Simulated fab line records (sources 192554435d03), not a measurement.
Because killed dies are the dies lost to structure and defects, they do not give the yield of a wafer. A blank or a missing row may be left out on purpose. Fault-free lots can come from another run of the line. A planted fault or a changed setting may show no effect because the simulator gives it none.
Split-lot study	flow n5_finfet	21 wafers read across 7 lots, on a route 1938 steps long

## THE SPLIT ITSELF
At N5_ZERO_LAYER_EXPOSE_08 (exposes mask ZERO, defocus 0 nm, target cd 2000 nm), the setting dose_mj was moved away from the recipe's 16.2 on 5 of the 21 wafers read, by -6.7% to +2.4%. All remaining wafers had this setting at the recipe value.

## FROM THE SPLIT TO THE READING: what the file shows between them, 3 steps
- N5_ZERO_LAYER_PEB_09
- N5_ZERO_LAYER_DEVELOP_10: develop time 60 s
- N5_ZERO_LAYER_HARDBAKE_23: time 120 s

## THE READING
cd_nm at N5_ZERO_LAYER_CD_MEAS_11, given in nm (cd target 2000 nm). A value of 1999.9 nm with a standard deviation of 1.9 nm is what fault-free wafers of this fab line usually give.

wafer	tool, chamber at the split	dose_mj as run	against the recipe	cd_nm, nm	against lot-mates on the recipe
L079.2	krf_scanner-01, 0	15.78	-2.6%	1996.7	-3.8
L079.3	krf_scanner-01, 0	16.2	recipe	2000.5	-
L079.4	krf_scanner-01, 0	16.2	recipe	2000.4	-
L080.1	krf_scanner-02, 0	16.59	+2.4%	2006.0	+3.8
L080.2	krf_scanner-02, 0	16.2	recipe	2001.5	-
L080.4	krf_scanner-02, 0	16.2	recipe	2002.8	-
L085.2	krf_scanner-02, 0	16.2	recipe	2000.3	-
L085.4	krf_scanner-02, 0	16.2	recipe	1998.1	-
L085.6	krf_scanner-02, 0	16.2	recipe	2002.8	-
L093.2	krf_scanner-02, 0	16.2	recipe	1998.0	-
L093.3	krf_scanner-02, 0	16.52	+2.0%	1999.8	+1.8
L093.4	krf_scanner-02, 0	16.52	+2.0%	2003.1	+5.1
L094.2	krf_scanner-02, 0	16.2	recipe	1996.3	-
L094.5	krf_scanner-02, 0	16.2	recipe	1998.0	-
L094.6	krf_scanner-02, 0	16.2	recipe	1997.2	-
L095.2	krf_scanner-02, 0	16.2	recipe	2000.9	-
L095.4	krf_scanner-02, 0	16.2	recipe	1999.1	-
L095.5	krf_scanner-02, 0	16.2	recipe	2002.0	-
L097.1	krf_scanner-02, 0	16.2	recipe	1998.0	-
L097.3	krf_scanner-02, 0	15.12	-6.7%	1983.7	-15.3
L097.6	krf_scanner-02, 0	16.2	recipe	2000.1	-

THE FIT
A straight line over all 21 wafers: cd_nm changes by +2.1 nm for each +1% of dose_mj; r = +0.87; the points scatter about the line by 2.2 nm.
The same after taking each lot's own level away (the mean of its wafers on the recipe; 21 wafers): +2.08 nm for each +1%; r = +0.95; scatter 1.3 nm.
The reading moves by 14 nm for the largest change in dose_mj, on that fit.
The lots' own levels span 1997.17 to 2002.15 nm, that is 2.6 times the standard deviation above.
The two slopes agree, so the slope changes little with the lot-to-lot level.
Check: -10.6 nm against its lot-mates is what the line predicts for one of the wafers moved furthest among these (-6.7%) when that wafer is left out of the fit. Against them it came out at -15.3 nm.

## THE OTHER SPLITS THESE WAFERS WENT THROUGH
Before the reading, these wafers also passed through other splits. Each is held against what the fit with the lots' levels taken away leaves over:
other split on the same wafers	wafers away from the commonest value	r with cd_nm (lot level and that fit taken away)
N5_ZERO_LAYER_PECVD_02 time_s	6	-0.25
N5_ZERO_LAYER_COAT_05 spin_rpm	6	+0.34

## FILE'S OWN FIT
cd_nm changes by +2.11 nm for each +1% of dose_mj, r = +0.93.
